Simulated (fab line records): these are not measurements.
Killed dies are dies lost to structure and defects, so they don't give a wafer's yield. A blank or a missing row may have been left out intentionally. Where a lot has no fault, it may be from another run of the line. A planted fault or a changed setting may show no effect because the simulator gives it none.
Lot-split experiment || flow n5-finfet || 21 wafers read across 7 lots, on a route 1938 steps long

THE SPLIT
At N5_DUMMY_GATE_ETCH_32 (etches SiO2 in CF4, target depth 3.5 nm, time 3.9 s), the setting time-s was moved away from the recipe's 3.9 s on 4 of the 21 wafers read, by -19.1% to +15.3%. For the rest of the wafers, this setting stayed at what the recipe calls for.

The reading comes from the split's own step.

THE READING
etch.depth-nm (the simulator's own value, which no gauge read), in nm, at N5_DUMMY_GATE_ETCH_32 (etches SiO2 in CF4, target depth 3.5 nm, time 3.9 s). The file gives no usual value for it. Across the 17 wafers here that went through the recipe, the average is 3.461 nm and the standard deviation 0.056 nm.

{"wafer": "L074.1", "tool, chamber at the split": "rie-si-02, 0", "time-s as run, s": 4.353, "against the recipe": "+11.6%", "etch.depth-nm, nm": 3.824, "against lot-mates on the recipe": "+0.361"}
{"wafer": "L074.3", "tool, chamber at the split": "rie-si-02, 2", "time-s as run, s": 3.9, "against the recipe": "recipe", "etch.depth-nm, nm": 3.423, "against lot-mates on the recipe": "-"}
{"wafer": "L074.6", "tool, chamber at the split": "rie-si-02, 1", "time-s as run, s": 3.9, "against the recipe": "recipe", "etch.depth-nm, nm": 3.504, "against lot-mates on the recipe": "-"}
{"wafer": "L080.2", "tool, chamber at the split": "rie-si-03, 2", "time-s as run, s": 3.9, "against the recipe": "recipe", "etch.depth-nm, nm": 3.572, "against lot-mates on the recipe": "-"}
{"wafer": "L080.3", "tool, chamber at the split": "rie-si-03, 0", "time-s as run, s": 3.9, "against the recipe": "recipe", "etch.depth-nm, nm": 3.489, "against lot-mates on the recipe": "-"}
{"wafer": "L080.5", "tool, chamber at the split": "rie-si-03, 2", "time-s as run, s": 3.9, "against the recipe": "recipe", "etch.depth-nm, nm": 3.581, "against lot-mates on the recipe": "-"}
{"wafer": "L089.2", "tool, chamber at the split": "rie-si-02, 0", "time-s as run, s": 3.9, "against the recipe": "recipe", "etch.depth-nm, nm": 3.484, "against lot-mates on the recipe": "-"}
{"wafer": "L089.4", "tool, chamber at the split": "rie-si-02, 2", "time-s as run, s": 3.9, "against the recipe": "recipe", "etch.depth-nm, nm": 3.418, "against lot-mates on the recipe": "-"}
{"wafer": "L089.6", "tool, chamber at the split": "rie-si-02, 0", "time-s as run, s": 3.9, "against the recipe": "recipe", "etch.depth-nm, nm": 3.464, "against lot-mates on the recipe": "-"}
{"wafer": "L091.3", "tool, chamber at the split": "rie-si-01, 1", "time-s as run, s": 3.9, "against the recipe": "recipe", "etch.depth-nm, nm": 3.417, "against lot-mates on the recipe": "-"}
{"wafer": "L091.4", "tool, chamber at the split": "rie-si-01, 3", "time-s as run, s": 3.9, "against the recipe": "recipe", "etch.depth-nm, nm": 3.412, "against lot-mates on the recipe": "-"}
{"wafer": "L091.5", "tool, chamber at the split": "rie-si-01, 0", "time-s as run, s": 3.9, "against the recipe": "recipe", "etch.depth-nm, nm": 3.431, "against lot-mates on the recipe": "-"}
{"wafer": "L092.3", "tool, chamber at the split": "rie-si-01, 1", "time-s as run, s": 3.9, "against the recipe": "recipe", "etch.depth-nm, nm": 3.379, "against lot-mates on the recipe": "-"}
{"wafer": "L092.4", "tool, chamber at the split": "rie-si-01, 1", "time-s as run, s": 4.497, "against the recipe": "+15.3%", "etch.depth-nm, nm": 3.9, "against lot-mates on the recipe": "+0.498"}
{"wafer": "L092.6", "tool, chamber at the split": "rie-si-01, 0", "time-s as run, s": 3.9, "against the recipe": "recipe", "etch.depth-nm, nm": 3.426, "against lot-mates on the recipe": "-"}
{"wafer": "L093.1", "tool, chamber at the split": "rie-si-03, 0", "time-s as run, s": 3.9, "against the recipe": "recipe", "etch.depth-nm, nm": 3.496, "against lot-mates on the recipe": "-"}
{"wafer": "L093.4", "tool, chamber at the split": "rie-si-03, 1", "time-s as run, s": 3.9, "against the recipe": "recipe", "etch.depth-nm, nm": 3.431, "against lot-mates on the recipe": "-"}
{"wafer": "L093.5", "tool, chamber at the split": "rie-si-03, 1", "time-s as run, s": 3.9, "against the recipe": "recipe", "etch.depth-nm, nm": 3.409, "against lot-mates on the recipe": "-"}
{"wafer": "L097.1", "tool, chamber at the split": "rie-si-01, 3", "time-s as run, s": 3.154, "against the recipe": "-19.1%", "etch.depth-nm, nm": 2.754, "against lot-mates on the recipe": -0.750}
{"wafer": "L097.4", "tool, chamber at the split": "rie-si-01, 2", "time-s as run, s": 3.9, "against the recipe": "recipe", "etch.depth-nm, nm": 3.504, "against lot-mates on the recipe": "-"}
{"wafer": "L097.5", "tool, chamber at the split": "rie-si-01, 1", "time-s as run, s": 3.154, "against the recipe": "-19.1%", "etch.depth-nm, nm": 2.779, "against lot-mates on the recipe": -0.725}

FIT RESULTS
A straight line over all 21 wafers: etch.depth-nm changes by +0.034 nm for each +1% of time-s; r = +0.98; the points scatter about the line by 0.058 nm.
The same after taking each lot's own level away (the mean of its wafers on the recipe; 21 wafers): +0.0362 nm for each +1%; r = +0.99; scatter 0.036 nm.
According to that fit, moving time-s by its largest amount changes the reading by 0.69 nm.
Measured against the standard deviation above, the lots' own levels, which go from 3.4025 to 3.5473 nm, span 2.6 times it.
The two slopes agree, so the slope changes little with the lot-to-lot level.
Check: -0.676 nm against its lot-mates is what the line predicts for one of the wafers moved furthest among these (-19.1%) when that wafer is left out of the fit. It came out at -0.75 nm against them.

THE FILE'S OWN FIT
etch.depth-nm changes by +0.0353 nm for each +1% of time-s, r = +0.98.
